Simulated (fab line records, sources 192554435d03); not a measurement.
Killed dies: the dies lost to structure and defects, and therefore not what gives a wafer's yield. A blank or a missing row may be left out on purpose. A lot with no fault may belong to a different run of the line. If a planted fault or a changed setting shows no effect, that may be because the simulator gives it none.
A lot that was struck, set against a sound lot | flow n5-finfet | 17 steps out of a route of 1938
Sound: wafers L206.4, L206.5, L206.6. Struck: wafer L218.2 (left out: L218.3, L218.5 of the same lot, which were not struck); the cause appears at the end.
Per side, at each step with rows, come the tool, then ch with its chambers, and then its first start. Under that, the readings that differ: sound wafers | struck wafers | difference of the means | sigmas: that difference in standard deviations of wafers without a fault.
alike: readings whose means differ by less than 2 such deviations, and words and numbers that are the same on both sides. not compared: withheld readings, readings that some wafer has no value for, bounds like >300 that may hide the same value, and numbers for which the record gives no deviation and whose values overlap.
Wherever a step has rows on one side only, a row that says differs or no value, or a row with sigmas, the two part there. Non-overlapping numbers with no deviation appear without sigmas and do not part them. A reading missing from all wafers of one side parts the sides only when that side holds two or more wafers.

N5_SD_ACTIVATION_RS_MEAS_03: a four-point-probe measurement.
  struck on film-metro-02, day 7 12:28; sound on film-metro-01, day 4 04:50
  alike: RS_SD_N, RS_SD_P
N5_SD_ACTIVATION_INSPECT_02: inspects for defects (darkfield).
  struck on defect-inspect-01, day 7 12:46; sound on defect-inspect-02, day 4 05:07
  alike: raw-defect-count
N5_ILD0_LINER_00: material SiNx, target thk 4 nm, pulse time 1 s, purge time 2 s.
  sound on ald-sin-04 ch 0,1, day 4 05:19; struck on ald-sin-03 ch 3, day 7 12:52
  alike: heater-power-w, precursor-pulse-height-rel
then, 2 steps without rows for these wafers: N5_ILD0_FCVD_FILL_01 (material SiO2 flowable, target thk 200 nm, time 328.3 s); N5_ILD0_CURE_02 (time 1800 s).
N5_ILD0_CMP_03: polishes, stops on SiNx, t overpolish 1.9 s, target thk 197.38 nm.
  sound on cmp-03 ch 0,1,3, day 4 07:47; struck on cmp-01 ch 3, day 7 16:42
  reading              | sound             | struck | difference | sigmas
  overpolish-run-s (s) | 1.896 1.904 1.901 | 1.882  | -0.018     | -2
  alike: motor-current-A, time-to-endpoint-s
N5_ILD0_THK_MEAS_04:
  struck on film-metro-01, day 7 16:59; sound on film-metro-02, day 4 07:58
  alike: thk-nm
N5_ILD0_CMP_07: polishes SiO2 flowable, stops on poly-Si, t overpolish 1.18 s, target thk 138.88 nm.
  sound on cmp-01 ch 0,3, day 4 08:00; struck on cmp-01 ch 1, day 7 17:10
  reading             | sound          | struck | difference | sigmas
  motor-current-A (A) | 15.1 14.1 11.6 | 10.8   | -2.8       | -2
N5_ILD0_THK_MEAS_08:
  struck on film-metro-01, day 7 17:28; sound on film-metro-01, day 4 08:17
  alike: thk-nm
then, 1 step without rows for these wafers: N5_ILD0_PRECLEAN_10 (cleans in NF3:NH3, afs cycles 5, time 20 s, sublimation time 60 s).
N5_ILD0_ALD_15: deposits SiNx, target thk 24 nm, pulse time 1 s, ald cycles 480.
  sound on ald-sin-04 ch 0,2,3, day 4 09:01; struck on ald-sin-03 ch 2, day 7 20:17
  reading            | sound       | struck | difference | sigmas
  heater-power-w (W) | 907 678 942 | 554    | -288       | -3
  alike: precursor-pulse-height-rel
N5_ILD0_CMP_12: polishes SiNx, stops on poly-Si, t overpolish 6 s, target thk 17.67 nm.
  sound on cmp-04 ch 0,1,2, day 4 11:19; struck on cmp-03 ch 1, day 7 22:32
  alike: motor-current-A, overpolish-run-s, time-to-endpoint-s
N5_ILD0_THK_MEAS_13:
  struck on film-metro-02, day 7 22:47; sound on film-metro-02, day 4 11:30
  alike: thk-nm
N5_ILD0_INSPECT_06: inspects for defects (darkfield).
  struck on defect-inspect-01, day 7 22:49; sound on defect-inspect-01, day 4 11:32
  reading          | sound    | struck | difference | sigmas
  raw-defect-count | 26 19 25 | 836    | +813       | +48
N5_SDB_HM_DEP_00: deposits SiNx from SiH4/NH3/N2, target thk 40 nm, time 35.3 s.
  sound on pecvd-02 ch 0,1,2, day 4 11:35; struck on pecvd-02 ch 0, day 7 22:51
  reading            | sound       | struck | difference | sigmas
  heater-power-w (W) | 667 645 728 | 554    | -126       | -2
  alike: showerhead-plenum-p-Torr, throttle-valve-pct
-- the record jumps here: 4 days lie between the struck wafers' starts before and after (it left off in module SDB and takes up again in module BEOL_M4, whose first step shown is number 1111 of the route) --
N5_BEOL_M4_RC_MEAS_101:
  sound on prober-02 ch 0, day 8 13:43; struck on prober-01 ch 0, day 12 01:53
  alike: DIBL_N, DIBL_P, IOFF_N, IOFF_P, ION_N, ION_P, SS_N, SS_P, VT_N, VT_P
-- here the record skips 4 days between the struck wafers' starts before and after, leaving off in module BEOL_M4 and picking up in module PASSIVATION (first step shown: number 1936 of the route) --
N5_PASSIVATION_PROBE_49:
  rows exist in the record for the struck wafers here (prober-01, day 16 06:09), but not for the sound ones

## WHERE THEY PART
Last at N5_PASSIVATION_PROBE_49 as far as this record goes, first at N5_ILD0_CMP_03.

WHY: what had been put in by the simulator
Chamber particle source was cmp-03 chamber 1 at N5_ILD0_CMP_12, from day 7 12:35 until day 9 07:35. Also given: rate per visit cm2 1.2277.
